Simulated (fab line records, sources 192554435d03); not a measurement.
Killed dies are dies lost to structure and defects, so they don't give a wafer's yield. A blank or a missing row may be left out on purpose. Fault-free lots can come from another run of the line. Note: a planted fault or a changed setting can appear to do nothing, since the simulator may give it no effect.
fab line records	flow n5Finfet
[record] lots = 7	wafers = 19	lastDay = 18
route steps=1938 shown BEOL_M3@968 BEOL_M4@1111 PASSIVATION@1936
lots untouched by any fault: they come from a run of this same line in which no faults occurred
startH: the number of hours between the record's first day and the start of the first shown wafer of the lot	waitH: hours from the lot's prior step to this one	" as in the row above	L1.1+2: several wafers, shown together as one row	- no value, or no start was given	* or withheld: withheld	< > ~ a bound
route shown NAME@n: names a module that has steps shown in the file, with the first one's number in the route	usual: mean/standard deviation taken from wafers without a fault	same: alike in all rows	chamber/n: place in a boat	sites: readings site by site	_std_site: the standard deviation of these	_edge_site: outer sites' mean less inner sites'	radiusMm: how far each site lies from the wafer's centre	mask NAME#n: copy n	behind: the most recent tool/chamber to have shaped the wafer	hold: what put the lot on hold/how long, in hours/how the hold closed	device: transistor that didn't switch, given as n, p or np	end of line: the route-end tests of the same wafers	for a step that has no rows: nothing shown but its recipe	killed: dies lost to structure and defects at the first sort, not the wafer's yield	map: per-die view of a wafer (x killed, . not killed, _ where there is no die)
set.NAME: setting as actually run; set.NAME@STEP: the setting as run at that earlier step	model.NAME: the simulator's own value behind a step, which no gauge read
lots at some steps of the route; a table a step, a row a wafer
services: from which hour (startH, from the record's first day; less than 0 if before it) a tool's chamber was out of use, for how many hours, and why
[[steps]]
[step N5_BEOL_M3_INSPECT_30]
[recipe] mode = adi	inspectInstrument = brightfield
[usual] rawDefectCount = 400/110
lot.wafer	tool	chamber	startH	waitH	rawDefectCount
L472.1	defectInspect-02	-	170.07	0.1	448
L472.3	"	-	"	"	610
L472.6	"	-	"	"	426
L474.2	defectInspect-02	-	175.52	0.0	285
L474.3	"	-	"	"	264
L474.5	"	-	"	"	318
L476.2	defectInspect-01	-	192.30	0.0	615
L476.6	"	-	"	"	486
L480.3	defectInspect-02	-	227.02	0.0	377
L480.5	"	-	"	"	249
L480.6	"	-	"	"	274
L481.2	defectInspect-02	-	230.27	0.0	441
L481.4	"	-	"	"	356
L486.1	defectInspect-01	-	257.87	0.1	443
L486.3	"	-	"	"	365
L486.4	"	-	"	"	448
L491.1	defectInspect-02	-	287.42	0.1	366
L491.2	"	-	"	"	427
L491.3	"	-	"	"	310
[step N5_BEOL_M3_DESCUM_33]
[recipe] chemistry = O2	timeS = 7	sourcePowerW = 50	biasPowerW = 20	pressureMtorr = 20	rfFrequencyHz = 2.712e+07	tempC = 40	resist = CAR-EUV	o2FlowSccm = 225
[step N5_BEOL_M3_ETCH_77]
[recipe] chemistry = N2/H2	target = underlayer	targetDepthA = 65	maskMaterial = CAR-EUV	timeS = 5.2	ionEnergyEv = 200	pressureMtorr = 30	sourceW = 840	biasW = 150	n2FlowSccm = 200	h2FlowSccm = 200	ends = cleared
[usual] drypumpMotorCurrentA = 5.7/0.38	etchRfOnTimeS = 5.20/0.11	oesProductAu = 0.65/0.06	rfVppV = 524.1/3	showerheadPlenumPTorr = 2.56/0.1	throttleValvePct = 17.8/0.34
lot.wafer	tool	chamber	startH	waitH	drypumpMotorCurrentA	etchRfOnTimeS	oesProductAu	rfHoursCounterH	rfVppV	showerheadPlenumPTorr	throttleValvePct
L472.1	rieDiel-01	0	170.14	0.0	5.2	5.30	0.62	171	528.3	2.65	18.0
L472.3	"	1	"	"	5.9	5.05	0.62	191	524.7	2.52	17.6
L472.6	"	0	"	"	5.2	5.31	0.61	-	525.7	2.65	18.0
L474.2	rieDiel-03	1	175.59	0.0	6.0	5.36	0.68	83	527.8	2.68	17.3
L474.3	"	0	"	"	5.3	5.16	0.72	64	529.3	2.70	17.6
L474.5	"	2	"	"	5.2	5.21	0.64	-	521.1	2.45	17.5
L476.2	rieDiel-03	3	192.82	0.0	5.9	5.15	0.58	243	525.1	2.64	18.6
L476.6	"	3	"	"	5.8	5.13	0.58	-	524.5	2.64	18.6
L480.3	rieDiel-03	2	227.09	0.0	5.2	5.28	0.63	176	521.2	2.44	17.6
L480.5	"	3	"	"	5.8	5.13	0.59	-	525.7	2.64	18.6
L480.6	"	0	"	"	5.3	5.21	0.69	-	529.6	2.69	17.6
L481.2	rieDiel-03	0	230.34	0.0	5.2	5.24	0.70	74	525.4	2.69	17.6
L481.4	"	3	"	"	5.9	5.18	0.58	250	525.5	2.64	18.6
L486.1	rieDiel-06	1	257.94	0.0	5.9	5.18	0.73	63	525.9	2.57	17.3
L486.3	"	3	"	"	5.3	5.20	0.69	87	528.9	2.66	17.8
L486.4	"	2	"	"	5.2	5.24	0.59	234	522.3	2.51	18.2
L491.1	rieDiel-06	2	287.77	0.0	5.2	5.28	0.59	244	523.5	2.51	18.3
L491.2	"	0	"	"	5.8	5.30	0.72	70	522.7	2.46	17.7
L491.3	"	1	"	"	5.9	5.10	0.71	72	525.0	2.56	17.3
[step N5_BEOL_M3_ETCH_69]
[recipe] chemistry = CF4	target = SiARC	targetDepthA = 156	maskMaterial = CAR-EUV	timeS = 26	ionEnergyEv = 80	pressureMtorr = 40	sourceW = 545	biasW = 36	Ar_flow_sccm = 100	cf4FlowSccm = 100	ends = cleared
[step N5_BEOL_M3_ALD_98]
[recipe] material = SiO2	targetThkA = 25	tempC = 100	aldPrecursorFamily = BDEAS	aldCoReactant = O2-plasma	pulseTimeS = 1	coReactantPulseTimeS = 1	purgeTimeS = 2	coReactantPurgeTimeS = 2	aldCycles = 17	pressureTorr = 2
[step N5_BEOL_M3_ETCHBACK_99]
[recipe] chemistry = CHF3	target = SiO2	targetDepthA = 50	timeS = 10.4	sourceW = 215	biasW = 47	Ar_flow_sccm = 200	CHF3_flow_sccm = 12	ionEnergyEv = 100	pressureMtorr = 30
[usual] drypumpMotorCurrentA = 5.7/0.4	oesProductAu = 0.77/0.08	rfVppV = 239/4.4	showerheadPlenumPTorr = 2.15/0.09	throttleValvePct = 16.98/0.24
lot.wafer	tool	chamber	startH	waitH	drypumpMotorCurrentA	oesProductAu	rfHoursCounterH	rfVppV	showerheadPlenumPTorr	throttleValvePct
L472.1	rieDiel-06	0	180.49	10.2	5.8	0.90	38	232	2.07	16.90
L472.3	"	3	"	"	5.3	0.85	63	242	2.28	17.06
L472.6	"	1	"	"	5.9	0.87	-	241	2.18	16.50
L474.2	rieDiel-01	2	182.87	7.1	6.2	0.70	218	234	2.02	17.08
L474.3	"	0	"	"	5.2	0.72	175	234	2.22	17.05
L474.5	"	0	"	"	5.2	0.72	-	235	2.22	17.07
L476.2	rieDiel-01	2	196.15	3.0	6.1	0.71	223	236	2.02	17.09
L476.6	"	2	"	"	6.1	0.70	-	236	2.02	17.08
L480.3	rieDiel-01	0	227.44	0.1	5.2	0.70	188	233	2.21	17.10
L480.5	"	2	"	"	6.1	0.70	-	235	2.02	17.11
L480.6	"	1	"	"	5.8	0.71	-	242	2.14	17.01
L481.2	rieDiel-01	0	230.80	0.3	5.2	0.71	189	233	2.21	17.10
L481.4	"	3	"	"	6.2	0.87	62	248	2.10	16.82
L486.1	rieDiel-06	2	261.47	3.4	5.2	0.69	234	238	2.14	17.49
L486.3	"	1	"	"	5.9	0.84	63	242	2.17	16.55
L486.4	"	3	"	"	5.3	0.81	-	244	2.27	17.10
L491.1	rieDiel-03	2	295.61	7.7	5.2	0.72	198	236	2.03	16.69
L491.2	"	3	"	"	5.9	0.92	14	242	2.21	17.07
L491.3	"	1	"	"	6.0	0.76	118	240	2.24	16.64
[step N5_BEOL_M3_ETCH_70]
[recipe] chemistry = N2/H2	target = SOC	targetDepthA = 800	overetchA = 160	maskMaterial = SiARC	tempC = 40	timeS = 120	ionEnergyEv = 200	pressureMtorr = 30	sourceW = 840	biasW = 150	n2FlowSccm = 200	h2FlowSccm = 200
[usual] drypumpMotorCurrentA = 5.7/0.4	oesProductAu = 0.59/0.059	rfVppV = 523.8/2.9	showerheadPlenumPTorr = 2.54/0.1	throttleValvePct = 17.76/0.3
lot.wafer	tool	chamber	startH	waitH	drypumpMotorCurrentA	oesProductAu	rfHoursCounterH	rfVppV	showerheadPlenumPTorr	throttleValvePct
L472.1	rieDiel-06	0	180.53	0.0	5.8	0.70	38	521.6	2.47	17.60
L472.3	"	3	"	"	5.3	0.64	63	527.3	2.67	17.73
L472.6	"	1	"	"	5.9	0.66	-	523.9	2.58	17.24
L474.2	rieDiel-01	2	182.91	0.0	6.1	0.54	218	519.3	2.40	17.89
L474.3	"	0	"	"	5.2	0.55	175	525.7	2.64	17.97
L474.5	"	0	"	"	5.2	0.55	-	525.8	2.65	17.98
L476.2	rieDiel-01	2	196.19	0.0	6.1	0.54	223	520.1	2.40	17.90
L476.6	"	2	"	"	6.1	0.53	-	518.6	2.40	17.91
L480.3	rieDiel-01	0	227.48	0.0	5.2	0.55	188	525.5	2.64	18.01
L480.5	"	2	"	"	6.1	0.53	-	520.6	2.40	17.92
L480.6	"	1	"	"	5.8	0.55	-	524.8	2.52	17.63
L481.2	rieDiel-01	0	230.83	0.0	5.2	0.55	189	525.4	2.64	18.01
L481.4	"	3	"	"	6.3	0.67	62	522.3	2.47	17.50
L486.1	rieDiel-06	2	261.50	0.0	5.2	0.53	234	523.7	2.51	18.20
L486.3	"	1	"	"	5.9	0.63	63	525.4	2.57	17.28
L486.4	"	3	"	"	5.3	0.62	-	527.0	2.66	17.80
L491.1	rieDiel-03	2	295.64	0.0	5.2	0.56	198	519.8	2.43	17.55
L491.2	"	3	"	"	5.9	0.70	14	525.6	2.63	18.17
L491.3	"	1	"	"	6.0	0.59	118	527.9	2.67	17.40
[step N5_BEOL_M3_STRIP_71]
[recipe] chemistry = N2/H2	tempC = 40	n2FlowSccm = 200	h2FlowSccm = 200	rfFrequencyHz = 6e+07
[step N5_BEOL_M3_STRIP_78]
[recipe] chemistry = N2/H2	tempC = 40	n2FlowSccm = 200	h2FlowSccm = 200	rfFrequencyHz = 6e+07
[step N5_BEOL_M3_VIA_ETCH_34]
[recipe] chemistry = C4F6/O2	targetDepthA = 694	maskMaterial = SOC	pressureMtorr = 15	ionEnergyEv = 250	taperDeg = 4	timeS = 65.9	sourceW = 350	biasW = 170	Ar_flow_sccm = 300	C4F6_flow_sccm = 10	O2_flow_sccm = 10
[step N5_BEOL_M3_STRIP_83]
[recipe] chemistry = C4F6/O2	resist = SiARC	rfFrequencyHz = 6e+07
[step N5_BEOL_M3_STRIP_36]
[recipe] chemistry = N2/H2	powerW = 450	tempC = 40	pressureMtorr = 20	rfFrequencyHz = 6e+07	overashFraction = 0.3	biasPowerW = 7	h2Frac = 0.5	n2FlowSccm = 200	h2FlowSccm = 200
[step N5_BEOL_M3_TRENCH_ETCH_37]
[recipe] chemistry = C4F6/O2	targetDepthA = 555.55	target = SiOC	timeS = 29.2	ionEnergyEv = 250	pressureMtorr = 30	sourceW = 355	biasW = 185	Ar_flow_sccm = 300	C4F6_flow_sccm = 10	O2_flow_sccm = 10
[usual] drypumpMotorCurrentA = 5.7/0.4	oesProductAu = 0.77/0.08	rfVppV = 662/12	showerheadPlenumPTorr = 2.84/0.11	throttleValvePct = 20.74/0.25
lot.wafer	tool	chamber	startH	waitH	drypumpMotorCurrentA	oesProductAu	rfHoursCounterH	rfVppV	showerheadPlenumPTorr	throttleValvePct	model.BEOL_M3.featureDepthNm	model.etch.depthNm	model.TiN_of_BEOL_M3_HM_DEP_02.thkNm
L472.1	rieDiel-06	0	180.73	-	5.8	0.89	38	647	2.75	20.66	54.8	54.73	18
L472.3	"	3	"	"	5.3	0.84	63	674	3.00	20.87	55.6	55.5	18
L472.6	"	1	"	"	5.9	0.86	-	666	2.88	20.28	55	55.04	18
L474.2	rieDiel-01	2	183.11	-	6.1	0.70	218	654	2.68	20.79	56	56.08	17.4
L474.3	"	0	"	"	5.2	0.72	175	648	2.92	20.79	54	54.08	18
L474.5	"	0	"	"	5.2	0.71	-	648	2.92	20.80	53.8	53.82	17.6
L476.2	rieDiel-01	2	196.39	-	6.1	0.70	223	653	2.68	20.81	55.8	55.85	17.4
L476.6	"	2	"	"	6.1	0.60	-	654	2.68	20.78	44	43.93	17.6
L480.3	rieDiel-01	0	227.68	-	5.2	0.70	188	648	2.92	20.80	53.8	53.79	17.8
L480.5	"	2	"	"	6.1	0.69	-	653	2.67	20.81	55.8	55.82	17.8
L480.6	"	1	"	"	5.8	0.62	-	666	2.83	20.75	44.2	44.25	18.2
L481.2	rieDiel-01	0	231.04	-	5.2	0.71	189	647	2.92	20.80	54.6	54.52	17.2
L481.4	"	3	"	"	6.3	0.76	62	685	2.78	20.59	44.8	44.74	17.8
L486.1	rieDiel-06	2	261.70	-	5.2	0.69	235	655	2.83	21.27	54.4	54.32	18
L486.3	"	1	"	"	5.9	0.84	64	666	2.87	20.29	55.8	55.78	18
L486.4	"	3	"	"	5.3	0.81	-	673	2.99	20.93	55.4	55.45	18
L491.1	rieDiel-03	2	295.84	-	5.2	0.72	198	656	2.69	20.35	54.6	54.68	17.6
L491.2	"	3	"	"	5.9	0.92	14	667	2.91	20.95	56.2	56.19	17.6
L491.3	"	1	"	"	6.0	0.75	118	661	2.96	20.36	53.2	53.19	17.8
[step N5_BEOL_M3_ETCH_41]
[recipe] chemistry = CH3F/O2	target = SiCN	targetDepthA = 299	taperDeg = 2	timeS = 52.5	ionEnergyEv = 120	maskMaterial = TiN	pressureMtorr = 30	sourceW = 395	biasW = 75	Ar_flow_sccm = 150	CH3F_flow_sccm = 30	O2_flow_sccm = 20
[usual] drypumpMotorCurrentA = 5.7/0.4	oesProductAu = 0.77/0.081	rfVppV = 297.4/1.9	showerheadPlenumPTorr = 2.00/0.082	throttleValvePct = 16.23/0.24
lot.wafer	tool	chamber	startH	waitH	drypumpMotorCurrentA	oesProductAu	rfHoursCounterH	rfVppV	showerheadPlenumPTorr	throttleValvePct
L472.1	rieDiel-06	0	-	-	5.8	0.89	38	296.7	1.93	16.19
L472.3	"	3	"	"	5.3	0.84	63	301.0	2.12	16.30
L472.6	"	1	"	"	5.9	0.86	-	298.1	2.02	15.76
L474.2	rieDiel-01	2	-	-	6.1	0.71	218	294.4	1.88	16.37
L474.3	"	0	"	"	5.2	0.72	175	299.4	2.06	16.33
L474.5	"	0	"	"	5.2	0.72	-	300.3	2.06	16.29
L476.2	rieDiel-01	2	-	-	6.1	0.70	223	294.6	1.88	16.37
L476.6	"	2	"	"	6.1	0.70	-	295.4	1.88	16.38
L480.3	rieDiel-01	0	-	-	5.2	0.70	188	299.6	2.05	16.33
L480.5	"	2	"	"	6.1	0.69	-	296.3	1.88	16.40
L480.6	"	1	"	"	5.8	0.71	-	296.3	1.99	16.28
L481.2	rieDiel-01	0	-	-	5.2	0.71	189	300.5	2.05	16.36
L481.4	"	3	"	"	6.2	0.87	62	296.4	1.95	16.05
L486.1	rieDiel-06	2	-	-	5.2	0.69	235	298.7	1.98	16.73
L486.3	"	1	"	"	5.9	0.84	64	298.9	2.02	15.80
L486.4	"	3	"	"	5.3	0.81	-	298.1	2.11	16.34
L491.1	rieDiel-03	2	-	-	5.2	0.72	198	295.5	1.89	15.96
L491.2	"	3	"	"	5.9	0.92	14	298.3	2.05	16.33
L491.3	"	1	"	"	6.0	0.75	118	297.9	2.09	15.90
[step N5_BEOL_M3_STRIP_97]
[recipe] chemistry = N2/H2	timeS = 10	powerW = 450	tempC = 40	pressureMtorr = 20	rfFrequencyHz = 6e+07	biasPowerW = 7	n2FlowSccm = 200	h2FlowSccm = 200
[usual] drypumpMotorCurrentA = 5.7/0.4	oesProductAu = 0.77/0.081	rfVppV = 59.2/0.83	showerheadPlenumPTorr = 2.54/0.1	throttleValvePct = 23.6/0.39
lot.wafer	tool	chamber	startH	waitH	drypumpMotorCurrentA	oesProductAu	rfHoursCounterH	rfVppV	showerheadPlenumPTorr	throttleValvePct
L472.1	rieDiel-06	0	-	-	5.8	0.90	38	59.7	2.47	23.2
L472.3	"	3	"	"	5.3	0.84	63	59.6	2.67	23.6
L472.6	"	1	"	"	5.9	0.86	-	59.2	2.57	23.0
L474.2	rieDiel-01	2	-	-	6.1	0.71	218	58.7	2.40	23.6
L474.3	"	0	"	"	5.2	0.73	175	60.1	2.64	23.9
L474.5	"	0	"	"	5.2	0.72	-	59.5	2.64	23.9
L476.2	rieDiel-01	2	-	-	6.1	0.70	223	59.5	2.40	23.6
L476.6	"	2	"	"	6.1	0.70	-	57.9	2.40	23.6
L480.3	rieDiel-01	0	-	-	5.2	0.70	188	58.8	2.64	23.9
L480.5	"	2	"	"	6.1	0.69	-	59.4	2.39	23.6
L480.6	"	1	"	"	5.8	0.70	-	60.1	2.51	23.3
L481.2	rieDiel-01	0	-	-	5.2	0.70	189	59.0	2.64	23.9
L481.4	"	3	"	"	6.2	0.86	62	59.0	2.47	23.2
L486.1	rieDiel-06	2	-	-	5.3	0.70	235	59.5	2.51	24.0
L486.3	"	1	"	"	5.9	0.84	64	59.7	2.56	23.1
L486.4	"	3	"	"	5.3	0.81	-	59.3	2.66	23.6
L491.1	rieDiel-03	2	-	-	5.2	0.72	198	57.3	2.43	23.3
L491.2	"	3	"	"	5.9	0.92	14	59.9	2.63	24.5
L491.3	"	1	"	"	6.0	0.76	118	59.8	2.66	23.2
[step N5_BEOL_M3_OCD_MEAS_38]
[usual] trenchDepthNm = 55.3/0.98
lot.wafer	tool	chamber	startH	waitH	trenchDepthNm
L472.1	ocd-02	-	180.88	-	54.1
L472.3	"	-	"	"	55.3
L472.6	"	-	"	"	54.7
L474.2	ocd-01	-	183.26	-	55.7
L474.3	"	-	"	"	53.9
L474.5	"	-	"	"	54.4
L476.2	ocd-02	-	196.54	-	56.1
L476.6	"	-	"	"	43.4
L480.3	ocd-02	-	227.83	-	54.0
L480.5	"	-	"	"	55.7
L480.6	"	-	"	"	44.7
L481.2	ocd-02	-	231.19	-	54.7
L481.4	"	-	"	"	44.8
L486.1	ocd-02	-	261.86	-	53.9
L486.3	"	-	"	"	56.1
L486.4	"	-	"	"	55.4
L491.1	ocd-01	-	296.00	-	54.9
L491.2	"	-	"	"	56.0
L491.3	"	-	"	"	53.7
[step N5_BEOL_M3_HM_STRIP_39]
[recipe] chemistry = peroxideTinStrip	material = TiN	targetDepthA = 250	tempC = 50	timeS = 158
[step N5_BEOL_M4_RC_MEAS_101]
[usual] DIBL_N = 36.9/1.7	DIBL_P = 36.7/2.1	IOFF_N = 0.17/0.032	IOFF_P = 0.22/0.036	ION_N = 674/12	ION_P = 461/7	SS_N = 71.7/0.6	SS_P = 73.4/0.67	VT_N = 249/3.1	VT_P = -250/3.2
lot.wafer	tool	chamber	startH	waitH	DIBL_N[mV/V]	DIBL_P[mV/V]	IOFF_N[nA/um]	IOFF_P[nA/um]	ION_N[uA/um]	ION_P[uA/um]	SS_N[mV/dec]	SS_P[mV/dec]	VT_N[mV]	VT_P[mV]
L472.1	prober-02	0	195.39	0.0	36.9	38.1	0.15	0.21	663	454	71.5	74.1	252	-251
L472.3	"	0	"	"	37.6	36.7	0.16	0.18	673	453	72.1	73.2	253	-253
L472.6	"	0	"	"	38.9	38.3	0.18	0.20	675	454	72.5	73.5	249	-252
L474.2	prober-01	0	197.12	0.2	39.2	40.7	0.25	0.24	700	465	73.1	74.6	244	-252
L474.3	"	0	"	"	36.3	36.8	0.16	0.19	663	442	71.9	73.2	252	-255
L474.5	"	0	"	"	40.2	41.3	0.27	0.26	700	462	72.8	74.4	243	-250
L476.2	prober-01	0	212.40	0.2	37.4	34.8	0.16	0.19	681	459	71.8	73.3	248	-255
L476.6	"	0	"	"	39.6	37.8	0.21	0.24	694	464	71.9	73.6	245	-252
L480.3	prober-01	0	241.18	0.3	35.9	36.4	0.16	0.22	668	464	71.4	73.7	249	-249
L480.5	"	0	"	"	34.6	35.9	0.14	0.20	665	463	71.1	72.9	250	-249
L480.6	"	0	"	"	38.3	38.8	0.20	0.25	690	473	72.5	73.7	246	-247
L481.2	prober-02	0	249.82	0.2	35.7	34.9	0.14	0.16	672	454	71.3	73.2	253	-256
L481.4	"	0	"	"	37.2	37.6	0.16	0.19	674	452	72.1	74.0	248	-253
L486.1	prober-02	0	279.11	0.0	37.5	35.7	0.18	0.26	676	471	71.5	73.4	247	-244
L486.3	"	0	"	"	35.1	33.5	0.14	0.23	662	466	71.5	72.8	249	-247
L486.4	"	0	"	"	34.8	33.6	0.14	0.24	667	467	70.8	72.1	248	-245
L491.1	prober-01	0	311.87	0.0	38.3	38.6	0.16	0.23	664	460	71.9	73.7	253	-250
L491.2	"	0	"	"	39.1	38.7	0.19	0.25	687	477	72.6	73.6	248	-248
L491.3	"	0	"	"	38.0	37.7	0.15	0.22	659	457	71.8	73.3	252	-251
[step N5_PASSIVATION_PROBE_49]
[usual] defectLimitedYield = 91.7/1.5	killed_at_M0_to_M3 = 32/9.6	killed_at_M4_up = 13/5.3	killedAtContacts = 12/6.8	killedAtFrontEnd = 36/9.8	killedAtOther = 4/3.1	killedDies = 98/17	killedOnRim = 13/4	killedOpen = 65/13	killedShort = 32/8.5	sort_bin_4_leakage = 0.00/0.007	sort_bin_5_function = 4.9/0.93	sort_bin_6_memory = 3.2/0.67	sortNPass = 1082/17	sortYieldPct = 91.7/1.4
[same] grossDies = 1180	killedAtBackSide = 0	sort_bin_8_speed[%] = 0
lot.wafer	tool	chamber	startH	waitH	defectLimitedYield[%]	killed_at_M0_to_M3	killed_at_M4_up	killedAtContacts	killedAtFrontEnd	killedAtOther	killedDies	killedOnRim	killedOpen	killedShort	sort_bin_4_leakage[%]	sort_bin_5_function[%]	sort_bin_6_memory[%]	sortNPass	sortYieldPct[%]
L472.1	prober-01	-	293.15	0.0	91.8	33	17	9	36	2	97	11	60	35	0	4.9	3.1	1083	91.8
L472.3	prober-01	-	293.25	0.1	91.3	33	19	6	44	1	103	13	75	24	0	5.4	2.9	1077	91.3
L472.6	prober-01	-	293.40	0.3	93.5	24	15	11	25	2	77	5	57	18	0	4.2	2.0	1103	93.5
L481.2	prober-02	-	351.43	0.1	92.2	27	21	3	40	1	92	14	62	28	0	4.7	2.9	1088	92.2
L481.4	prober-02	-	351.53	0.2	92.1	39	18	5	29	2	93	10	65	24	0	5.1	2.6	1087	92.1
L480.3	prober-02	-	361.40	1.3	92.0	35	13	14	23	9	94	9	63	30	0	4.9	2.8	1086	92.0
L480.5	prober-02	-	361.50	1.4	92.9	22	7	10	43	2	84	16	59	24	0	4.2	2.5	1096	92.9
L480.6	prober-02	-	361.55	1.5	95.3	14	4	11	25	1	55	8	37	18	0	3.1	1.4	1125	95.3
L486.1	prober-01	-	386.71	0.0	92.9	19	18	6	38	3	84	12	58	23	0	3.7	3.1	1096	92.9
L486.3	prober-01	-	386.81	0.1	92.4	33	9	15	31	2	90	7	51	36	0	5.1	2.4	1090	92.4
L486.4	prober-01	-	386.86	0.2	93.2	18	12	12	32	6	80	9	49	30	0	4.1	2.5	1100	93.2
L491.1	prober-02	-	422.46	0.0	94.8	16	10	3	31	1	61	9	35	24	0	2.5	2.2	1119	94.8
L491.2	prober-02	-	422.51	0.1	94.3	25	9	11	20	2	67	11	43	24	0	3.2	2.2	1113	94.3
L491.3	prober-02	-	422.56	0.1	93.0	32	12	14	19	6	83	11	64	18	0	4.1	2.6	1097	93.0
// killed by level:class
L472.1 BEOL_M2:geometricParticle:open=10 FIN_SAQP:geometricParticle:open=8 BEOL_M3:geometricParticle:open=7 FIN_SAQP:geometricParticle:short=6 BEOL_M4:geometricParticle:open=6 MOL_CONTACT_COAG:geometricParticle:open=6 GATE_CUT:geometricParticle:short=5 GATE_CUT:geometricParticle:open=5
L472.3 FIN_SAQP:geometricParticle:open=11 BEOL_M4:geometricParticle:open=10 BEOL_M3:geometricParticle:open=9 GATE_CUT:geometricParticle:open=8 BEOL_M2:geometricParticle:open=7 FIN_SAQP:geometricParticle:short=6 DUMMY_GATE:geometricParticle:open=4 MOL_CONTACT_COAG:geometricParticle:open=4
L472.6 MOL_CONTACT_COAG:geometricParticle:open=8 FIN_SAQP:geometricParticle:open=6 BEOL_M2:geometricParticle:open=6 BEOL_M3:geometricParticle:open=5 BEOL_M4:geometricParticle:open=5 STI_FIN_REVEAL:geometricParticle:open=4 GATE_CUT:geometricParticle:short=4 BEOL_M1:geometricParticle:open=4
L481.2 FIN_SAQP:geometricParticle:short=11 BEOL_M3:geometricParticle:open=10 FIN_SAQP:geometricParticle:open=8 DUMMY_GATE:geometricParticle:open=7 BEOL_M0_SAQP:geometricParticle:short=6 BEOL_M7:geometricParticle:open=5 BEOL_M1:geometricParticle:open=5 BEOL_M4:geometricParticle:open=4
L481.4 BEOL_M0_SAQP:geometricParticle:open=12 FIN_SAQP:geometricParticle:open=11 BEOL_M4:geometricParticle:open=10 FIN_SAQP:geometricParticle:short=9 BEOL_M0_SAQP:geometricParticle:short=6 BEOL_M3:geometricParticle:open=6 MOL_CONTACT_COAG:geometricParticle:open=5 BEOL_M2:geometricParticle:open=5
L480.3 MOL_CONTACT_COAG:geometricParticle:open=12 BEOL_M2:geometricParticle:open=11 BEOL_M1:geometricParticle:open=6 BEOL_M4:geometricParticle:open=5 STI_FIN_REVEAL:geometricParticle:open=4 BEOL_M0_SAQP:geometricParticle:open=4 BEOL_M2:geometricParticle:short=4 BEOL_M3:geometricParticle:open=4
L480.5 STI_FIN_REVEAL:geometricParticle:open=17 BEOL_M1:geometricParticle:open=7 MOL_CONTACT_COAG:geometricParticle:open=6 BEOL_M2:geometricParticle:open=6 FIN_SAQP:geometricParticle:short=4 MOL_CONTACT_COAG:geometricParticle:short=4 STARTING-WAFER:geometricParticle:open=4 ILD0:geometricParticle:open=3
L480.6 STI_FIN_REVEAL:geometricParticle:open=8 MOL_CONTACT_COAG:geometricParticle:open=6 FIN_SAQP:geometricParticle:short=5 FIN_SAQP:geometricParticle:open=5 MOL_CONTACT_COAG:geometricParticle:short=5 BEOL_M0:geometricParticle:open=4 BEOL_M2:geometricParticle:open=3 DUMMY_GATE:geometricParticle:open=2
L486.1 FIN_SAQP:geometricParticle:open=10 FIN_SAQP:geometricParticle:short=7 STI_FIN_REVEAL:geometricParticle:open=6 MOL_CONTACT_COAG:geometricParticle:open=6 BEOL_M4:geometricParticle:short=6 BEOL_M1:geometricParticle:open=5 BEOL_M3:geometricParticle:open=5 GATE_CUT:geometricParticle:open=4
L486.3 MOL_CONTACT_COAG:geometricParticle:open=12 BEOL_M0_SAQP:geometricParticle:short=11 BEOL_M4:geometricParticle:open=8 FIN_SAQP:geometricParticle:open=7 GATE_CUT:geometricParticle:short=6 BEOL_M1:geometricParticle:open=5 FIN_SAQP:geometricParticle:short=4 BEOL_M0_SAQP:geometricParticle:open=4
L486.4 MOL_CONTACT_COAG:geometricParticle:open=8 BEOL_M4:geometricParticle:open=8 DUMMY_GATE:geometricParticle:open=6 BEOL_M2:geometricParticle:open=5 FIN_SAQP:geometricParticle:open=4 FIN_SAQP:geometricParticle:short=4 STARTING-WAFER:geometricParticle:open=4 MIM_TOP_ETCH:geometricParticle:short=4
L491.1 ILD0:geometricParticle:short=8 BEOL_M0_SAQP:geometricParticle:short=6 BEOL_M4:geometricParticle:open=6 FIN_SAQP:geometricParticle:open=5 STARTING-WAFER:geometricParticle:open=5 ILD0:geometricParticle:open=4 MOL_CONTACT_COAG:geometricParticle:open=3 BEOL_M1:geometricParticle:open=3
L491.2 MOL_CONTACT_COAG:geometricParticle:open=8 BEOL_M2:geometricParticle:open=7 GATE_CUT:geometricParticle:short=4 BEOL_M1:geometricParticle:open=4 MOL_CONTACT_COAG:geometricParticle:short=3 BEOL_M0_SAQP:geometricParticle:short=3 BEOL_M0:geometricParticle:open=3 BEOL_M1:geometricParticle:short=3
L491.3 MOL_CONTACT_COAG:geometricParticle:open=14 BEOL_M2:geometricParticle:open=11 BEOL_M1:geometricParticle:open=6 BEOL_M3:geometricParticle:open=6 BEOL_M4:geometricParticle:open=6 BEOL_M0_SAQP:geometricParticle:short=5 FIN_SAQP:geometricParticle:short=4 GATE_CUT:geometricParticle:open=4
[[services]]
tool	chamber	startH	hours	kind
rieDiel-06	0	191.26	3.2	repair
rieDiel-03	0	195.40	6.6	repair
rieDiel-06	1	206.40	12.2	repair
rieDiel-06	-	215.37	0.3	repair
rieDiel-03	3	218.34	1.6	repair
rieDiel-03	-	218.39	7.2	repair
rieDiel-03	3	231.56	-	clean
rieDiel-03	3	231.56	-	consumableReplace:focusRing
rieDiel-03	3	231.56	15.0	scheduledDown
rieDiel-03	3	231.56	15.0	ventCycle
rieDiel-06	3	248.87	4.0	repair
rieDiel-01	1	271.31	18.5	repair
rieDiel-01	2	282.41	8.8	repair
rieDiel-01	2	291.30	-	clean
rieDiel-01	2	291.30	-	consumableReplace:focusRing
rieDiel-01	2	291.30	-	consumableReplace:showerhead
rieDiel-01	2	291.30	21.6	scheduledDown
rieDiel-01	2	291.30	21.6	ventCycle
[[key]]
[firstSign] step = N5_BEOL_M3_OCD_MEAS_38	reading = trenchDepthNm	direction = down	sigmas = 11	usual = 55.3	struck = 44.3
effect none on later readings
[modelEffect] step = N5_BEOL_M3_TRENCH_ETCH_37	value = BEOL_M3.featureDepthNm	without = 55.47	struck = 44.33
metAt N5_BEOL_M3_TRENCH_ETCH_37
struckWafers L476.6,L480.6,L481.4
onsetBetween 183.11 196.39
[fault] kind = processParameterDrift	tool = rieDiel-01	chamber = -	onsetH = 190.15	steps = N5_BEOL_M3_TRENCH_ETCH_37	channel = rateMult	offset = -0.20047	shape = step	endH = 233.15	scope = struckWafersOnly
